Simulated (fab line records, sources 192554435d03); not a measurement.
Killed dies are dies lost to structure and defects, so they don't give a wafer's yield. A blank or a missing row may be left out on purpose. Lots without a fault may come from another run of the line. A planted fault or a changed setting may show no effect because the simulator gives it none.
Which tool did it? | flow n5_finfet | 7 lots, 21 wafers sampled, at 2 steps of a route of 1938

WHAT THE GAUGES READ, wafer by wafer
N5_BEOL_M9_OVL_MEAS_12.
lot  | measured     | on         | M9_OVL (nm)
L561 | day 10 14:34 | overlay-02 | -0.3 0.5 -0.6
L565 | day 11 00:43 | overlay-01 | -0.4 -0.5 -0.2
L563 | day 11 08:15 | overlay-01 | 0.6 1.7 0.8
L570 | day 12 22:41 | overlay-02 | 0.0 -1.2 0.3
L576 | day 13 12:46 | overlay-01 | 0.4 0.5 -0.6
L577 | day 14 12:53 | overlay-02 | - - -
L582 | day 15 17:11 | overlay-01 | 0.9 0.3 0.4

WHICH TOOL RAN EACH LOT (tool, then ch and the chambers of the sampled wafers, then the start)
lot  | N5_BEOL_M9_DEVELOP_10
L561 | litho_track-04 ch 0, day 10 14:28
L565 | litho_track-04 ch 0, day 11 00:38
L563 | litho_track-03 ch 0, day 11 08:10
L570 | litho_track-01 ch 0, day 12 22:35
L576 | litho_track-04 ch 0, day 13 12:40
L577 | litho_track-03, day 14 12:47
L582 | litho_track-01 ch 0, day 15 17:07
- N5_BEOL_M9_DEVELOP_10: develop time 30 s.

THE ANSWER, worked out from the rows above alone
Rule: what is usual is taken from the lots themselves. Put in order of their means at a reading, lots are off if they are a third of the lots or fewer, leave a main group of 4 or more, and stand apart from it by a gap of 3 or more times the standard deviation of the main group's means; of several such gaps the widest counts. A main group whose means are all the same, to the digits that the tables above print for the reading, isn't used. A lot without any number at a reading at which 4 lots or more have one is off too. The other lots that the step has rows for count as sound.
Off: L577, at N5_BEOL_M9_OVL_MEAS_12 (M9_OVL). Without a number there: L577. The main group: mean 0.1 nm, standard deviation 0.5.
A tool fits if, at a process step before that reading, it ran every lot that is off, and no sound lot after the first of them. The gauges at N5_BEOL_M9_OVL_MEAS_12 are tried like those tools. Can't be told from this: 2 tools fit, litho_track-03 at N5_BEOL_M9_DEVELOP_10, overlay-02 at N5_BEOL_M9_OVL_MEAS_12.

WHAT THE SIMULATOR HAD PUT IN
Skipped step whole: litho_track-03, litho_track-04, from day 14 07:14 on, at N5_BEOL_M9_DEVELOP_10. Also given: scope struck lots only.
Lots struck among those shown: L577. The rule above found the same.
